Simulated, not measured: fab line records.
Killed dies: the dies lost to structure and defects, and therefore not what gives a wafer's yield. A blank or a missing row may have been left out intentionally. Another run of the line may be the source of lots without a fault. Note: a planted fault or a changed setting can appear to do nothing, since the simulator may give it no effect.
fab line records -- flow n5Finfet -- part 1 of 2: steps 1 to 21 of 33
record lots=5, wafers=15, lastDay=18
route steps=1938 shown BEOL_M10@1470
lots that met no fault: taken from a fault-free run of the same line
startH: the number of hours between the record's first day and the start of the first shown wafer of the lot -- waitH: time in hours since the lot's previous step -- " the same as in the row above -- L1.1+2: several wafers, shown together as one row -- - no value, or no start given -- * or withheld: withheld -- < > ~ a bound
route shown NAME@n: a module of which the file shows steps, and the number in the route of the first -- usual: mean and standard deviation over wafers with no fault -- same: alike in all rows -- chamber/n: place in a boat -- sites: each site's reading -- _std_site: standard deviation across them -- _edge_site: the outer-site mean with the inner-site mean subtracted -- radiusMm: for every site, how far away it sits from the centre of the wafer -- mask NAME#n: copy n -- behind: the tool/chamber that last shaped the wafer -- hold: the reason the lot was held/the length of the hold in hours/how it ended -- device: whichever transistor did not switch (one of n, p or np) -- end of line: tests run on the same wafers once the route is complete -- a step given without rows: its recipe and nothing more -- killed: the dies lost at the first sort to structure and to defects; this is not the yield of the wafer -- map: a wafer's dies, x killed, . not, _ none there
set.NAME: the run value of the setting; set.NAME@STEP: its run value at that earlier step -- model.NAME: the simulator's own value behind a step, which no gauge read
a table for each step, a row for each wafer; lots at some steps of the route
services: from which hour (startH, from the record's first day; less than 0 if before it) a tool's chamber was out of use, for how many hours, and why
## steps
# step N5_BEOL_M10_ILD_DEP_00
# recipe material=SiCOH_lowk, targetThkA=3085.1, tempC=300, precursor=DEMS/porogen, pressureTorr=5, rfW=500, timeS=58
# usual heaterPowerW=308/42, showerheadPlenumPTorr=5.740/0.022, throttleValvePct=13.8/0.86
lot.wafer,tool,chamber,startH,waitH,heaterPowerW,showerheadPlenumPTorr,throttleValvePct
L078.2,pecvd-02,0,233.45,0.0,337,5.711,13.6
L078.3,pecvd-02,0,233.45,0.0,339,5.731,13.3
L078.5,pecvd-02,0,233.45,0.0,341,5.725,13.9
L079.2,pecvd-02,1,235.59,0.0,252,5.729,13.3
L079.4,pecvd-02,1,235.59,0.0,256,5.729,13.4
L079.5,pecvd-02,0,235.59,0.0,301,5.707,13.6
L082.1,pecvd-02,0,261.93,0.0,312,5.714,13.7
L082.2,pecvd-02,1,261.93,0.0,221,5.716,13.6
L082.6,pecvd-02,1,261.93,0.0,236,5.722,13.7
L084.1,pecvd-01,2,271.94,0.0,289,5.764,13.1
L084.4,pecvd-01,1,271.94,0.0,325,5.763,15.8
L084.5,pecvd-01,0,271.94,0.0,306,5.724,13.8
L097.1,pecvd-02,1,368.05,0.0,260,5.708,13.7
L097.2,pecvd-02,2,368.05,0.0,355,5.723,13.3
L097.4,pecvd-02,0,368.05,0.0,305,5.716,13.9
# step N5_BEOL_M10_CURE_71
# recipe tempC=385, timeS=240, ambient=He/Ar, material=SiCOH_lowk
# usual lampPowerPct=52.31/0.062, wafer_temp_C_max=386.7/0.66
lot.wafer,tool,chamber,startH,waitH,lampPowerPct,wafer_temp_C_max
L078.2,uvCure-01,0,233.64,0.2,52.32,388.4
L078.3,uvCure-01,0,233.64,0.2,52.40,387.4
L078.5,uvCure-01,0,233.64,0.2,52.26,387.0
L079.2,uvCure-03,1,235.79,0.2,52.19,385.9
L079.4,uvCure-03,1,235.79,0.2,52.33,386.4
L079.5,uvCure-03,1,235.79,0.2,52.25,385.6
L082.1,uvCure-01,0,262.04,0.1,52.29,386.9
L082.2,uvCure-01,0,262.04,0.1,52.37,386.8
L082.6,uvCure-01,0,262.04,0.1,52.22,387.7
L084.1,uvCure-01,1,272.02,0.0,52.38,386.9
L084.4,uvCure-01,1,272.02,0.0,52.28,386.9
L084.5,uvCure-01,1,272.02,0.0,52.34,386.7
L097.1,uvCure-03,2,368.15,0.1,52.24,386.6
L097.2,uvCure-03,2,368.15,0.1,52.34,386.9
L097.4,uvCure-03,2,368.15,0.1,52.34,386.5
# step N5_BEOL_M10_THK_MEAS_01
# recipe reads=SiCOH_lowk_of_BEOL_M10_ILD_DEP_00
# usual M10_ILD_THK=268/3.9
lot.wafer,tool,chamber,startH,waitH,M10_ILD_THK[nm]
L078.2,filmMetro-01,-,234.07,0.4,259
L078.3,filmMetro-01,-,234.07,0.4,264
L078.5,filmMetro-01,-,234.07,0.4,267
L079.2,filmMetro-02,-,236.23,0.4,268
L079.4,filmMetro-02,-,236.23,0.4,274
L079.5,filmMetro-02,-,236.23,0.4,268
L082.1,filmMetro-01,-,262.55,0.4,266
L082.2,filmMetro-01,-,262.55,0.4,272
L082.6,filmMetro-01,-,262.55,0.4,280
L084.1,filmMetro-02,-,272.53,0.4,268
L084.4,filmMetro-02,-,272.53,0.4,273
L084.5,filmMetro-02,-,272.53,0.4,270
L097.1,filmMetro-01,-,368.66,0.4,273
L097.2,filmMetro-01,-,368.66,0.4,266
L097.4,filmMetro-01,-,368.66,0.4,272
# step N5_BEOL_M10_PECVD_70
# recipe material=SiO2, targetThkA=200, tempC=400, precursor=TEOS/O2, pressureTorr=5.5, rfW=450, teosFlowSccm=53.8, gas=O2, flowSccm=3000, timeS=22.7
# usual heaterPowerW=714/81, showerheadPlenumPTorr=8.81/0.088, throttleValvePct=22.3/1.3
lot.wafer,tool,chamber,startH,waitH,heaterPowerW,showerheadPlenumPTorr,throttleValvePct
L078.2,pecvd-02,0,234.11,0.0,671,8.70,21.9
L078.3,pecvd-02,1,234.11,0.0,608,8.70,21.8
L078.5,pecvd-02,0,234.11,0.0,660,8.70,21.9
L079.2,pecvd-01,1,236.26,0.0,761,8.87,25.6
L079.4,pecvd-01,1,236.26,0.0,772,8.86,25.6
L079.5,pecvd-01,2,236.26,0.0,709,8.92,20.9
L082.1,pecvd-03,2,262.59,0.0,752,8.91,21.7
L082.2,pecvd-03,0,262.59,0.0,825,8.88,21.6
L082.6,pecvd-03,1,262.59,0.0,627,8.83,21.7
L084.1,pecvd-02,2,272.57,0.0,728,8.73,21.4
L084.4,pecvd-02,0,272.57,0.0,676,8.69,22.2
L084.5,pecvd-02,2,272.57,0.0,739,8.73,21.3
L097.1,pecvd-03,2,368.70,0.0,737,8.92,22.3
L097.2,pecvd-03,1,368.70,0.0,689,8.82,21.8
L097.4,pecvd-03,1,368.70,0.0,700,8.84,21.8
# step N5_BEOL_M10_HM_DEP_02
# recipe material=TiN, targetThkA=200, tempC=25, chamberPressurePa=0.49996
# usual throttleValvePct=30.1/1.1
lot.wafer,tool,chamber,startH,waitH,throttleValvePct
L078.2,pvdSputter-01,-,234.80,0.7,28.8
L078.3,pvdSputter-01,-,234.80,0.7,29.9
L078.5,pvdSputter-01,-,234.80,0.7,31.0
L079.2,pvdSputter-01,-,238.10,1.8,31.7
L079.4,pvdSputter-01,-,238.10,1.8,30.8
L079.5,pvdSputter-01,-,238.10,1.8,28.8
L082.1,pvdSputter-01,-,264.56,2.0,30.8
L082.2,pvdSputter-01,-,264.56,2.0,28.8
L082.6,pvdSputter-01,-,264.56,2.0,29.9
L084.1,pvdSputter-02,-,276.23,3.6,31.2
L084.4,pvdSputter-02,-,276.23,3.6,29.8
L084.5,pvdSputter-02,-,276.23,3.6,31.4
L097.1,pvdSputter-01,-,369.63,0.9,31.6
L097.2,pvdSputter-01,-,369.63,0.9,28.9
L097.4,pvdSputter-01,-,369.63,0.9,29.9
# step N5_BEOL_M10_COAT_59
# recipe resist=SOC, tempC=250, timeS=60, spinRpm=1500, resistThkNm=100
# usual spinSpeedRpm=1500.1/0.91
lot.wafer,tool,chamber,startH,waitH,spinSpeedRpm
L078.2,lithoTrack-03,0,234.93,0.1,1501.6
L078.3,lithoTrack-03,0,234.93,0.1,1499.6
L078.5,lithoTrack-03,0,234.93,0.1,1499.6
L079.2,lithoTrack-03,0,238.23,0.1,1501.1
L079.4,lithoTrack-03,0,238.23,0.1,1500.5
L079.5,lithoTrack-03,0,238.23,0.1,1500.3
L082.1,lithoTrack-03,0,264.69,0.1,1500.5
L082.2,lithoTrack-03,0,264.69,0.1,1500.1
L082.6,lithoTrack-03,0,264.69,0.1,1499.8
L084.1,lithoTrack-03,0,276.35,0.1,1499.7
L084.4,lithoTrack-03,0,276.35,0.1,1500.1
L084.5,lithoTrack-03,0,276.35,0.1,1499.5
L097.1,lithoTrack-03,0,369.75,0.1,1500.9
L097.2,lithoTrack-03,0,369.75,0.1,1500.9
L097.4,lithoTrack-03,0,369.75,0.1,1500.8
# step N5_BEOL_M10_COAT_60
# recipe resist=SiARC, tempC=220, timeS=60, spinRpm=1500, resistThkNm=30
# usual spinSpeedRpm=1499.9/0.94
lot.wafer,tool,chamber,startH,waitH,spinSpeedRpm
L078.2,lithoTrack-03,0,-,-,1500.8
L078.3,lithoTrack-03,0,-,-,1500.2
L078.5,lithoTrack-03,0,-,-,1498.5
L079.2,lithoTrack-03,0,-,-,1499.2
L079.4,lithoTrack-03,0,-,-,1501.2
L079.5,lithoTrack-03,0,-,-,1500.5
L082.1,lithoTrack-03,0,-,-,1499.1
L082.2,lithoTrack-03,0,-,-,1499.1
L082.6,lithoTrack-03,0,-,-,1500.2
L084.1,lithoTrack-03,0,-,-,1500.7
L084.4,lithoTrack-03,0,-,-,1501.5
L084.5,lithoTrack-03,0,-,-,1498.9
L097.1,lithoTrack-03,0,-,-,1500.2
L097.2,lithoTrack-03,0,-,-,1500.0
L097.4,lithoTrack-03,0,-,-,1498.7
# step N5_BEOL_M10_COAT_05
# recipe resist=CAR-ArF, spinRpm=1500, resistThkNm=90
# usual spinSpeedRpm=1500.0/1
lot.wafer,tool,chamber,startH,waitH,spinSpeedRpm
L078.2,lithoTrack-03,0,-,-,1500.2
L078.3,lithoTrack-03,0,-,-,1500.4
L078.5,lithoTrack-03,0,-,-,1499.1
L079.2,lithoTrack-03,0,-,-,1500.2
L079.4,lithoTrack-03,0,-,-,1499.5
L079.5,lithoTrack-03,0,-,-,1500.4
L082.1,lithoTrack-03,0,-,-,1501.1
L082.2,lithoTrack-03,0,-,-,1500.6
L082.6,lithoTrack-03,0,-,-,1500.4
L084.1,lithoTrack-03,0,-,-,1498.8
L084.4,lithoTrack-03,0,-,-,1498.9
L084.5,lithoTrack-03,0,-,-,1499.5
L097.1,lithoTrack-03,0,-,-,1498.3
L097.2,lithoTrack-03,0,-,-,1500.6
L097.4,lithoTrack-03,0,-,-,1498.5
# step N5_BEOL_M10_EBR_07
# recipe solvent=PGMEA, ebrWidthMm=1.5
# same ebrWidthMm=1.5
lot.wafer,tool,chamber,startH,waitH
L078.2+3+5,lithoTrack-03,0,-,-
L079.2+4+5,lithoTrack-03,0,-,-
L082.1+2+6,lithoTrack-03,0,-,-
L084.1+4+5,lithoTrack-03,0,-,-
L097.1+2+4,lithoTrack-03,0,-,-
# step N5_BEOL_M10_SOFTBAKE_06
# recipe tempC=110, timeS=60, resist=CAR-ArF
lot.wafer,tool,chamber,startH,waitH
L078.2+3+5,lithoTrack-03,0,-,-
L079.2+4+5,lithoTrack-03,0,-,-
L082.1+2+6,lithoTrack-03,0,-,-
L084.1+4+5,lithoTrack-03,0,-,-
L097.1+2+4,lithoTrack-03,0,-,-
# step N5_BEOL_M10_EXPOSE_08
# recipe maskId=M10, na=1.35, sourceShape=dipole, sigmaInner=0.411, sigmaOuter=0.611, polarization=te, doseMj=53.75
lot.wafer,tool,chamber,startH,waitH,mask
L078.2+3+5,arfiScanner-03,0,235.05,-,M10#0
L079.2+4+5,arfiScanner-02,0,238.47,-,M10#0
L082.1+2+6,arfiScanner-03,0,264.93,-,M10#0
L084.1+4+5,arfiScanner-01,0,276.60,-,M10#0
L097.1+2+4,arfiScanner-02,0,370.00,-,M10#0
# step N5_BEOL_M10_PEB_09
# recipe pebTempC=withheld, pebTimeS=60, resist=CAR-ArF
lot.wafer,tool,chamber,startH,waitH
L078.2+3+5,lithoTrack-03,0,235.11,0.0
L079.2+4+5,lithoTrack-05,0,238.53,0.0
L082.1+2+6,lithoTrack-05,0,264.99,0.1
L084.1+4+5,lithoTrack-03,0,276.66,0.1
L097.1+2+4,lithoTrack-02,0,370.06,0.1
# step N5_BEOL_M10_DEVELOP_10
# recipe developTimeS=30, developer=TMAH, resist=CAR-ArF, rinseLiquid=diw, dry=airSpin, devTempC=23
lot.wafer,tool,chamber,startH,waitH
L078.2+3+5,lithoTrack-03,0,-,-
L079.2+4+5,lithoTrack-05,0,-,-
L082.1+2+6,lithoTrack-05,0,-,-
L084.1+4+5,lithoTrack-03,0,-,-
L097.1+2+4,lithoTrack-02,0,-,-
# step N5_BEOL_M10_CD_MEAS_11
# recipe targetCdNm=64.1, landingEnergyEv=500, detector=seInlens, polarity=opening
# usual cdNm=64.3/0.52
lot.wafer,tool,chamber,startH,waitH,cdNm
L078.2,cdSem-03,0,235.17,-,64.3
L078.3,cdSem-03,0,235.17,-,64.9
L078.5,cdSem-03,0,235.17,-,64.9
L079.2,cdSem-02,0,238.60,-,64.2
L079.4,cdSem-02,0,238.60,-,64.9
L079.5,cdSem-02,0,238.60,-,65.0
L082.1,cdSem-01,0,265.06,-,64.0
L082.2,cdSem-01,0,265.06,-,63.3
L082.6,cdSem-01,0,265.06,-,64.2
L084.1,cdSem-02,0,276.72,-,64.5
L084.4,cdSem-02,0,276.72,-,64.5
L084.5,cdSem-02,0,276.72,-,63.7
L097.1,cdSem-03,0,370.12,-,64.2
L097.2,cdSem-03,0,370.12,-,63.9
L097.4,cdSem-03,0,370.12,-,64.0
# step N5_BEOL_M10_OVL_MEAS_12
# recipe pointsPerWafer=44
# usual M10_OVL=-0.2/0.94
lot.wafer,tool,chamber,startH,waitH,M10_OVL[nm]
L078.2,overlay-02,0,235.20,0.0,-0.1
L078.3,overlay-02,0,235.20,0.0,-1.2
L078.5,overlay-02,0,235.20,0.0,-0.3
L079.2,overlay-02,0,238.63,0.0,-0.8
L079.4,overlay-02,0,238.63,0.0,-1.5
L079.5,overlay-02,0,238.63,0.0,-0.5
L082.1,overlay-01,0,265.09,0.0,-0.4
L082.2,overlay-01,0,265.09,0.0,-0.4
L082.6,overlay-01,0,265.09,0.0,-1.0
L084.1,overlay-01,0,276.75,0.0,1.5
L084.4,overlay-01,0,276.75,0.0,-0.9
L084.5,overlay-01,0,276.75,0.0,0.0
L097.1,overlay-02,0,370.15,0.0,-2.3
L097.2,overlay-02,0,370.15,0.0,-0.5
L097.4,overlay-02,0,370.15,0.0,0.5
# step N5_BEOL_M10_INSPECT_13
# recipe mode=adi, inspectInstrument=brightfield
# usual rawDefectCount=359/73
lot.wafer,tool,chamber,startH,waitH,rawDefectCount
L078.2,defectInspect-01,-,235.23,0.0,408
L078.3,defectInspect-01,-,235.23,0.0,518
L078.5,defectInspect-01,-,235.23,0.0,348
L079.2,defectInspect-01,-,238.65,0.0,398
L079.4,defectInspect-01,-,238.65,0.0,387
L079.5,defectInspect-01,-,238.65,0.0,378
L082.1,defectInspect-02,-,265.11,0.0,335
L082.2,defectInspect-02,-,265.11,0.0,278
L082.6,defectInspect-02,-,265.11,0.0,327
L084.1,defectInspect-02,-,276.78,0.0,306
L084.4,defectInspect-02,-,276.78,0.0,285
L084.5,defectInspect-02,-,276.78,0.0,196
L097.1,defectInspect-01,-,370.18,0.0,499
L097.2,defectInspect-01,-,370.18,0.0,380
L097.4,defectInspect-01,-,370.18,0.0,540
# step N5_BEOL_M10_DESCUM_16
# recipe chemistry=O2, timeS=7.9, sourcePowerW=50, biasPowerW=20, pressureMtorr=20, rfFrequencyHz=2.712e+07, tempC=40, resist=CAR-ArF, o2FlowSccm=225
# usual drypumpMotorCurrentA=5.9/0.57, o2FlowSccm=225.0/0.61, oesProductAu=0.81/0.09, rfVppV=242.9/1.5, showerheadPlenumPTorr=2.08/0.079, throttleValvePct=20.41/0.24
lot.wafer,tool,chamber,startH,waitH,drypumpMotorCurrentA,o2FlowSccm,oesProductAu,rfHoursCounterH,rfVppV,showerheadPlenumPTorr,throttleValvePct
L078.2,rieDiel-02,0,235.27,0.0,5.0,225.9,0.85,66,241.2,2.05,20.41
L078.3,rieDiel-02,1,235.27,0.0,5.5,225.4,0.82,55,243.3,2.04,19.95
L078.5,rieDiel-02,0,235.27,0.0,5.1,225.4,0.86,-,242.5,2.05,20.42
L079.2,rieDiel-05,0,238.88,0.2,6.0,225.0,0.75,154,240.6,2.00,20.25
L079.4,rieDiel-05,1,238.88,0.2,6.4,225.4,0.87,56,243.7,2.04,20.31
L079.5,rieDiel-05,2,238.88,0.2,6.6,224.3,0.69,-,241.9,2.09,20.67
L082.1,rieDiel-05,2,265.14,0.0,6.6,224.6,0.68,235,244.6,2.08,20.70
L082.2,rieDiel-05,3,265.14,0.0,4.9,224.7,0.80,72,243.6,2.04,20.03
L082.6,rieDiel-05,3,265.14,0.0,4.9,225.0,0.80,-,241.7,2.04,20.00
L084.1,rieDiel-06,0,276.81,0.0,4.9,224.7,0.67,247,239.7,1.97,20.95
L084.4,rieDiel-06,3,276.81,0.0,6.5,224.8,0.70,215,243.4,2.16,20.68
L084.5,rieDiel-06,0,276.81,0.0,4.9,224.3,0.67,-,240.8,1.97,20.92
L097.1,rieDiel-05,2,370.83,0.7,6.6,225.5,0.95,13,241.0,2.07,20.31
L097.2,rieDiel-05,3,370.83,0.7,4.9,225.0,0.76,112,241.6,2.03,20.07
L097.4,rieDiel-05,1,370.83,0.7,6.4,225.7,0.82,105,243.3,2.03,20.39
# step N5_BEOL_M10_ETCH_61
# recipe chemistry=CF4, target=SiARC, targetDepthA=390, maskMaterial=CAR-ArF, timeS=65, ionEnergyEv=80, pressureMtorr=40, sourceW=545, biasW=36, Ar_flow_sccm=100, cf4FlowSccm=100, ends=cleared
# usual drypumpMotorCurrentA=5.9/0.57, etchRfOnTimeS=64.7/1.8, mfcArSccm=100.01/0.28, oesProductAu=0.69/0.078, rfVppV=184.0/1.2, showerheadPlenumPTorr=2.13/0.075, throttleValvePct=15.56/0.24
lot.wafer,tool,chamber,startH,waitH,drypumpMotorCurrentA,etchRfOnTimeS,mfcArSccm,oesProductAu,rfHoursCounterH,rfVppV,showerheadPlenumPTorr,throttleValvePct
L078.2,rieDiel-02,0,235.30,0.0,5.1,63.3,100.37,0.73,66,184.6,2.08,15.38
L078.3,rieDiel-02,1,235.30,0.0,5.5,64.1,100.38,0.73,55,183.4,2.09,15.16
L078.5,rieDiel-02,0,235.30,0.0,5.1,63.1,100.30,0.74,-,183.6,2.08,15.39
L079.2,rieDiel-05,0,238.92,0.0,6.0,64.9,100.39,0.64,154,184.0,2.05,15.48
L079.4,rieDiel-05,1,238.92,0.0,6.4,62.6,99.83,0.77,56,183.5,2.10,15.51
L079.5,rieDiel-05,2,238.92,0.0,6.6,64.7,99.86,0.60,-,183.5,2.12,15.77
L082.1,rieDiel-05,2,265.18,0.0,6.6,65.2,100.31,0.58,235,183.2,2.11,15.79
L082.2,rieDiel-05,3,265.18,0.0,4.9,68.9,99.80,0.67,72,183.3,2.08,15.15
L082.6,rieDiel-05,3,265.18,0.0,4.9,69.1,100.49,0.67,-,183.1,2.08,15.14
L084.1,rieDiel-06,0,276.85,0.0,4.9,63.3,100.01,0.59,247,181.7,2.02,16.08
L084.4,rieDiel-06,3,276.85,0.0,6.5,67.0,100.51,0.60,215,183.5,2.20,15.82
L084.5,rieDiel-06,0,276.85,0.0,4.9,63.6,99.95,0.59,-,182.5,2.02,16.09
L097.1,rieDiel-05,2,370.87,0.0,6.6,62.5,100.30,0.81,13,184.4,2.10,15.34
L097.2,rieDiel-05,3,370.87,0.0,4.9,68.5,99.82,0.63,112,184.2,2.07,15.22
L097.4,rieDiel-05,1,370.87,0.0,6.4,62.6,99.79,0.71,105,184.3,2.08,15.59
# step N5_BEOL_M10_ETCH_62
# recipe chemistry=N2/H2, target=SOC, targetDepthA=1100, overetchA=220, maskMaterial=SiARC, tempC=40, timeS=165, ionEnergyEv=200, pressureMtorr=30, sourceW=840, biasW=150, n2FlowSccm=200, h2FlowSccm=200
# usual drypumpMotorCurrentA=5.9/0.57, n2FlowSccm=200.1/0.53, oesProductAu=0.68/0.071, rfVppV=523.3/2.9, showerheadPlenumPTorr=2.52/0.095, throttleValvePct=17.8/0.34
lot.wafer,tool,chamber,startH,waitH,drypumpMotorCurrentA,n2FlowSccm,oesProductAu,rfHoursCounterH,rfVppV,showerheadPlenumPTorr,throttleValvePct
L078.2,rieDiel-02,0,235.35,0.0,5.0,199.3,0.72,66,522.6,2.49,17.9
L078.3,rieDiel-02,1,235.35,0.0,5.5,200.4,0.71,55,521.4,2.47,17.2
L078.5,rieDiel-02,0,235.35,0.0,5.1,199.7,0.72,-,522.2,2.49,17.9
L079.2,rieDiel-05,0,238.97,0.0,6.0,199.8,0.64,154,520.4,2.45,17.8
L079.4,rieDiel-05,1,238.97,0.0,6.4,199.6,0.74,56,522.2,2.46,17.5
L079.5,rieDiel-05,2,238.97,0.0,6.6,201.5,0.59,-,522.2,2.52,18.1
L082.1,rieDiel-05,2,265.23,0.0,6.6,200.2,0.59,235,523.8,2.51,18.1
L082.2,rieDiel-05,3,265.23,0.0,4.9,199.9,0.68,72,519.5,2.46,17.3
L082.6,rieDiel-05,3,265.23,0.0,4.9,200.8,0.67,-,522.4,2.46,17.3
L084.1,rieDiel-06,0,276.90,0.0,4.9,199.7,0.58,247,519.4,2.41,18.4
L084.4,rieDiel-06,3,276.90,0.0,6.5,200.0,0.61,215,526.5,2.64,18.2
L084.5,rieDiel-06,0,276.90,0.0,4.9,200.2,0.58,-,520.0,2.40,18.4
L097.1,rieDiel-05,2,370.92,0.0,6.6,199.4,0.79,13,522.9,2.50,17.7
L097.2,rieDiel-05,3,370.92,0.0,4.9,199.5,0.65,112,520.5,2.44,17.3
L097.4,rieDiel-05,1,370.92,0.0,6.4,200.6,0.69,105,520.3,2.44,17.6
# step N5_BEOL_M10_STRIP_68
# recipe chemistry=N2/H2, tempC=40, n2FlowSccm=200, h2FlowSccm=200, rfFrequencyHz=6e+07
lot.wafer,tool,chamber,startH,waitH
L078.2+3+5,rieDiel-02,"0,1,0",235.49,0.1
L079.2+4+5,rieDiel-05,"0,1,2",239.10,0.1
L082.1+2+6,rieDiel-05,"2,3,3",265.36,0.1
L084.1+4+5,rieDiel-06,"0,3,0",277.03,0.1
L097.1+2+4,rieDiel-05,"2,3,1",371.05,0.1
# step N5_BEOL_M10_STRIP_67
# recipe chemistry=CF4, resist=SiARC, powerW=300, biasPowerW=75, pressureMtorr=50, cf4FlowSccm=150, rfFrequencyHz=6e+07
# usual drypumpMotorCurrentA=5.9/0.57, oesProductAu=0.81/0.084, rfVppV=270.9/1.7, showerheadPlenumPTorr=1.78/0.062, throttleValvePct=13.52/0.26
lot.wafer,tool,chamber,startH,waitH,drypumpMotorCurrentA,oesProductAu,rfHoursCounterH,rfVppV,showerheadPlenumPTorr,throttleValvePct
L078.2,rieDiel-02,0,235.50,0.0,5.0,0.84,66,270.4,1.74,13.34
L078.3,rieDiel-02,1,235.50,0.0,5.5,0.84,55,269.7,1.75,13.13
L078.5,rieDiel-02,0,235.50,0.0,5.1,0.84,-,268.9,1.74,13.33
L079.2,rieDiel-05,0,239.11,0.0,6.0,0.75,154,269.4,1.72,13.49
L079.4,rieDiel-05,1,239.11,0.0,6.4,0.88,56,269.9,1.76,13.46
L079.5,rieDiel-05,2,239.11,0.0,6.6,0.70,-,269.2,1.78,13.79
L082.1,rieDiel-05,2,265.37,0.0,6.6,0.68,235,269.2,1.78,13.82
L082.2,rieDiel-05,3,265.37,0.0,4.9,0.80,73,270.9,1.73,13.08
L082.6,rieDiel-05,3,265.37,0.0,4.9,0.80,-,271.9,1.73,13.10
L084.1,rieDiel-06,0,277.04,0.0,4.9,0.68,247,269.5,1.69,14.07
L084.4,rieDiel-06,3,277.04,0.0,6.4,0.71,215,272.2,1.84,13.81
L084.5,rieDiel-06,0,277.04,0.0,4.9,0.69,-,269.8,1.69,14.07
L097.1,rieDiel-05,2,371.06,0.0,6.6,0.93,14,271.0,1.77,13.31
L097.2,rieDiel-05,3,371.06,0.0,4.9,0.76,112,269.5,1.72,13.18
L097.4,rieDiel-05,1,371.06,0.0,6.4,0.82,105,269.2,1.74,13.56
